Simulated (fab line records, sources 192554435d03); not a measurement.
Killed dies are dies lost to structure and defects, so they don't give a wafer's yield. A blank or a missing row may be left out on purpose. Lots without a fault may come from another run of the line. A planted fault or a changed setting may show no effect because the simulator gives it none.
Which tool did it? | flow n5_finfet | 24 lots, 72 wafers sampled, at 5 steps of a route of 1938

WHAT THE GAUGES READ, wafer by wafer
N5_BEOL_M4_CD_MEAS_28: target cd 26.2 nm, target cd y 24.1 nm. Usual: cd_nm 26.15 nm, standard deviation 0.23.
lot  | measured     | on        | cd_nm (nm)        | flag
L074 | day 7 05:01  | cd_sem-03 | 26.38 26.00 25.96 |
L075 | day 7 16:32  | cd_sem-01 | 26.18 25.70 26.40 |
L077 | day 8 02:09  | cd_sem-03 | 26.25 26.24 25.97 |
L076 | day 8 02:33  | cd_sem-03 | 26.25 26.08 26.00 |
L078 | day 8 19:34  | cd_sem-01 | 26.10 26.17 26.02 |
L079 | day 9 00:08  | cd_sem-02 | 26.09 25.89 26.21 |
L080 | day 8 21:23  | cd_sem-02 | 26.25 26.29 26.25 |
L081 | day 9 06:19  | cd_sem-02 | 26.20 26.18 26.39 |
L082 | day 9 13:53  | cd_sem-01 | 25.76 26.01 26.03 |
L083 | day 10 04:41 | cd_sem-01 | 26.29 26.29 26.03 |
L084 | day 10 06:33 | cd_sem-02 | 26.55 25.81 26.08 |
L085 | day 10 08:10 | cd_sem-02 | 26.37 26.05 26.05 |
L086 | day 10 10:50 | cd_sem-01 | 26.36 26.31 26.10 |
L087 | day 10 13:16 | cd_sem-03 | 26.03 25.76 26.47 |
L088 | day 10 21:34 | cd_sem-03 | 26.53 26.38 26.34 |
L089 | day 11 13:17 | cd_sem-01 | 25.88 26.23 26.32 |
L090 | day 11 15:09 | cd_sem-01 | 26.00 26.30 26.31 |
L091 | day 11 22:29 | cd_sem-02 | 26.18 25.94 25.92 |
L092 | day 12 09:22 | cd_sem-03 | 26.52 26.29 26.01 |
L093 | day 12 16:14 | cd_sem-01 | 26.12 26.17 25.93 |
L094 | day 13 06:07 | cd_sem-03 | 26.01 26.32 25.78 |
L095 | day 12 19:48 | cd_sem-01 | 26.14 26.08 26.37 |
L097 | day 13 03:57 | cd_sem-01 | 26.30 25.67 26.31 |
L096 | day 13 12:34 | cd_sem-02 | 25.65 26.20 26.29 |

WHICH TOOL RAN EACH LOT (tool, then ch and the chambers of the sampled wafers, then the start)
lot  | N5_BEOL_M3_DEGAS_44          | N5_BEOL_M3_SURFACE_TREAT_85  | N5_BEOL_M3_SPUTTER_79        | N5_BEOL_M4_HM_DEP_02
L074 | pvd_sputter-03, day 6 21:37  | pvd_sputter-01, day 6 22:14  | pvd_sputter-01, day 6 22:47  | pvd_sputter-03, day 7 03:19
L075 | pvd_sputter-01, day 7 07:49  | pvd_sputter-01, day 7 08:09  | pvd_sputter-02, day 7 10:11  | pvd_sputter-03, day 7 15:05
L077 | pvd_sputter-01, day 7 20:46  | pvd_sputter-01, day 7 21:07  | pvd_sputter-02, day 7 21:37  | pvd_sputter-02, day 8 00:37
L076 | pvd_sputter-01, day 7 20:56  | pvd_sputter-02, day 7 21:21  | pvd_sputter-01, day 7 22:03  | pvd_sputter-02, day 8 01:01
L078 | pvd_sputter-03, day 8 10:58  | pvd_sputter-03, day 8 11:21  | pvd_sputter-03, day 8 12:08  | pvd_sputter-01, day 8 17:49
L079 | pvd_sputter-03, day 8 14:23  | pvd_sputter-03, day 8 17:41  | pvd_sputter-01, day 8 18:08  | pvd_sputter-01, day 8 22:49
L080 | pvd_sputter-02, day 8 14:49  | pvd_sputter-01, day 8 15:30  | pvd_sputter-01, day 8 16:12  | pvd_sputter-01, day 8 20:05
L081 | pvd_sputter-01, day 9 00:13  | pvd_sputter-02, day 9 00:47  | pvd_sputter-02, day 9 01:14  | pvd_sputter-03, day 9 04:31
L082 | pvd_sputter-03, day 9 08:13  | pvd_sputter-03, day 9 08:33  | pvd_sputter-03, day 9 09:01  | pvd_sputter-03, day 9 12:21
L083 | pvd_sputter-01, day 9 23:17  | pvd_sputter-02, day 9 23:44  | pvd_sputter-02, day 10 00:11 | pvd_sputter-02, day 10 03:17
L084 | pvd_sputter-02, day 9 23:17  | pvd_sputter-02, day 9 23:53  | pvd_sputter-03, day 10 01:21 | pvd_sputter-01, day 10 05:09
L085 | pvd_sputter-02, day 10 02:35 | pvd_sputter-02, day 10 03:01 | pvd_sputter-01, day 10 03:32 | pvd_sputter-03, day 10 06:22
L086 | pvd_sputter-03, day 10 05:42 | pvd_sputter-01, day 10 06:05 | pvd_sputter-01, day 10 06:32 | pvd_sputter-02, day 10 09:34
L087 | pvd_sputter-03, day 10 05:53 | pvd_sputter-03, day 10 06:17 | pvd_sputter-01, day 10 08:22 | pvd_sputter-02, day 10 11:49
L088 | pvd_sputter-03, day 10 15:50 | pvd_sputter-03, day 10 16:22 | pvd_sputter-01, day 10 16:49 | pvd_sputter-02, day 10 20:03
L089 | pvd_sputter-03, day 11 06:02 | pvd_sputter-01, day 11 06:29 | pvd_sputter-01, day 11 07:05 | pvd_sputter-03, day 11 11:52
L090 | pvd_sputter-01, day 11 08:58 | pvd_sputter-01, day 11 09:35 | pvd_sputter-03, day 11 10:07 | pvd_sputter-03, day 11 13:25
L091 | pvd_sputter-01, day 11 17:17 | pvd_sputter-02, day 11 17:40 | pvd_sputter-01, day 11 18:08 | pvd_sputter-02, day 11 21:12
L092 | pvd_sputter-03, day 12 01:34 | pvd_sputter-02, day 12 01:58 | pvd_sputter-02, day 12 02:29 | pvd_sputter-01, day 12 07:48
L093 | pvd_sputter-01, day 12 08:59 | pvd_sputter-02, day 12 09:32 | pvd_sputter-02, day 12 10:22 | pvd_sputter-03, day 12 14:16
L094 | pvd_sputter-01, day 12 09:04 | pvd_sputter-01, day 12 09:37 | pvd_sputter-01, day 12 11:54 | pvd_sputter-01, day 13 04:35
L095 | pvd_sputter-03, day 12 12:19 | pvd_sputter-02, day 12 12:40 | pvd_sputter-02, day 12 13:11 | pvd_sputter-03, day 12 18:11
L097 | pvd_sputter-02, day 12 22:38 | pvd_sputter-03, day 12 23:04 | pvd_sputter-02, day 12 23:31 | pvd_sputter-02, day 13 02:33
L096 | pvd_sputter-02, day 13 06:52 | pvd_sputter-03, day 13 07:17 | pvd_sputter-02, day 13 07:44 | pvd_sputter-03, day 13 11:10
- N5_BEOL_M3_DEGAS_44: time 60 s.
- N5_BEOL_M3_SURFACE_TREAT_85
- N5_BEOL_M3_SPUTTER_79: material Cu, target thk 4.5 nm, time 8.29 s.
- N5_BEOL_M4_HM_DEP_02: deposits TiN, target thk 20 nm.

WHAT THE TOOLS THEMSELVES READ (means of the sampled wafers that have a number; where no wafer has one, the mark that the record gives instead)
N5_BEOL_M3_DEGAS_44. Usual: heater_power_w 348 W, standard deviation 26; susceptor_temp_C 250.00 C, standard deviation 0.18.
lot  | tool           | heater_power_w (W) | susceptor_temp_C (C) | flag
L074 | pvd_sputter-03 | 344                | 250.06               |
L075 | pvd_sputter-01 | 342                | 250.07               |
L077 | pvd_sputter-01 | 355                | 250.00               |
L076 | pvd_sputter-01 | 340                | 250.06               |
L078 | pvd_sputter-03 | 334                | 250.13               |
L079 | pvd_sputter-03 | 332                | 249.89               |
L080 | pvd_sputter-02 | 325                | 250.02               |
L081 | pvd_sputter-01 | 347                | 250.01               |
L082 | pvd_sputter-03 | 345                | 249.96               |
L083 | pvd_sputter-01 | 343                | 249.84               |
L084 | pvd_sputter-02 | 341                | 249.63               |
L085 | pvd_sputter-02 | 390                | 249.75               |
L086 | pvd_sputter-03 | 337                | 249.91               |
L087 | pvd_sputter-03 | 325                | 249.91               |
L088 | pvd_sputter-03 | 352                | 250.18               |
L089 | pvd_sputter-03 | 362                | 250.12               |
L090 | pvd_sputter-01 | 340                | 250.04               |
L091 | pvd_sputter-01 | 349                | 249.97               |
L092 | pvd_sputter-03 | 337                | 250.10               |
L093 | pvd_sputter-01 | 343                | 250.07               |
L094 | pvd_sputter-01 | 339                | 250.04               |
L095 | pvd_sputter-03 | 346                | 250.03               |
L097 | pvd_sputter-02 | 359                | 249.92               |
L096 | pvd_sputter-02 | 368                | 249.99               |

N5_BEOL_M3_SPUTTER_79. Usual: susceptor_temp_C -19.99 C, standard deviation 0.099; throttle_valve_pct 30.0 %, standard deviation 0.91.
lot  | tool           | susceptor_temp_C (C) | throttle_valve_pct (%) | flag
L074 | pvd_sputter-01 | -19.94               | 30.6                   |
L075 | pvd_sputter-02 | -20.03               | 29.1                   |
L077 | pvd_sputter-02 | -19.99               | 29.5                   |
L076 | pvd_sputter-01 | -19.95               | 30.0                   |
L078 | pvd_sputter-03 | -20.01               | 29.5                   |
L079 | pvd_sputter-01 | -20.04               | 30.8                   |
L080 | pvd_sputter-01 | -19.88               | 30.3                   |
L081 | pvd_sputter-02 | -19.96               | 29.3                   |
L082 | pvd_sputter-03 | -19.97               | 29.9                   |
L083 | pvd_sputter-02 | -20.02               | 29.3                   |
L084 | pvd_sputter-03 | -19.89               | 29.9                   |
L085 | pvd_sputter-01 | -20.06               | 30.8                   |
L086 | pvd_sputter-01 | -20.01               | 30.4                   |
L087 | pvd_sputter-01 | -19.98               | 30.3                   |
L088 | pvd_sputter-01 | -20.03               | 30.5                   |
L089 | pvd_sputter-01 | -19.96               | 31.4                   |
L090 | pvd_sputter-03 | -19.98               | 30.3                   |
L091 | pvd_sputter-01 | -20.06               | 30.3                   |
L092 | pvd_sputter-02 | -19.94               | 29.1                   |
L093 | pvd_sputter-02 | -19.94               | 29.4                   |
L094 | pvd_sputter-01 | -19.95               | 31.0                   |
L095 | pvd_sputter-02 | -19.96               | 29.3                   |
L097 | pvd_sputter-02 | -20.03               | 28.9                   |
L096 | pvd_sputter-02 | -20.01               | 29.6                   |

N5_BEOL_M4_HM_DEP_02. Usual: susceptor_temp_C 25.00 C, standard deviation 0.11; throttle_valve_pct 30.0 %, standard deviation 0.98.
lot  | tool           | susceptor_temp_C (C) | throttle_valve_pct (%) | flag
L074 | pvd_sputter-03 | 24.98                | 29.5                   |
L075 | pvd_sputter-03 | 25.10                | 30.8                   |
L077 | pvd_sputter-02 | 25.11                | 29.0                   |
L076 | pvd_sputter-02 | 25.05                | 29.1                   |
L078 | pvd_sputter-01 | 25.02                | 31.3                   |
L079 | pvd_sputter-01 | 24.96                | 31.4                   |
L080 | pvd_sputter-01 | 25.03                | 30.8                   |
L081 | pvd_sputter-03 | 25.00                | 31.0                   |
L082 | pvd_sputter-03 | 25.00                | 30.6                   |
L083 | pvd_sputter-02 | 24.96                | 29.3                   |
L084 | pvd_sputter-01 | 24.91                | 31.0                   |
L085 | pvd_sputter-03 | 25.09                | 30.3                   |
L086 | pvd_sputter-02 | 24.97                | 29.5                   |
L087 | pvd_sputter-02 | 25.01                | 29.4                   |
L088 | pvd_sputter-02 | 25.03                | 29.4                   |
L089 | pvd_sputter-03 | 24.80                | 29.6                   |
L090 | pvd_sputter-03 | 24.93                | 30.1                   |
L091 | pvd_sputter-02 | 24.99                | 29.2                   |
L092 | pvd_sputter-01 | 25.03                | 30.5                   |
L093 | pvd_sputter-03 | 25.07                | 30.9                   |
L094 | pvd_sputter-01 | 25.02                | 30.4                   |
L095 | pvd_sputter-03 | 25.05                | 29.4                   |
L097 | pvd_sputter-02 | 25.14                | 29.3                   |
L096 | pvd_sputter-03 | 24.95                | 30.2                   |

THE ANSWER, worked out from the rows above alone
Rule: a lot is off if the mean of its wafers that have a number lies more than 3 standard deviations from the usual mean. A lot without any number at a reading at which 4 lots or more have one is off too. The other lots that the step has rows for count as sound. The gauges are gone through in route order, then the tools' own readings, and for those a lot's mean is taken as printed above. The first step at which some lot is off is used, and at that step the reading that is off furthest; a lot without a number counts as furthest.
No lot is off at any reading shown: from this, nothing can be told.

WHAT THE SIMULATOR HAD PUT IN
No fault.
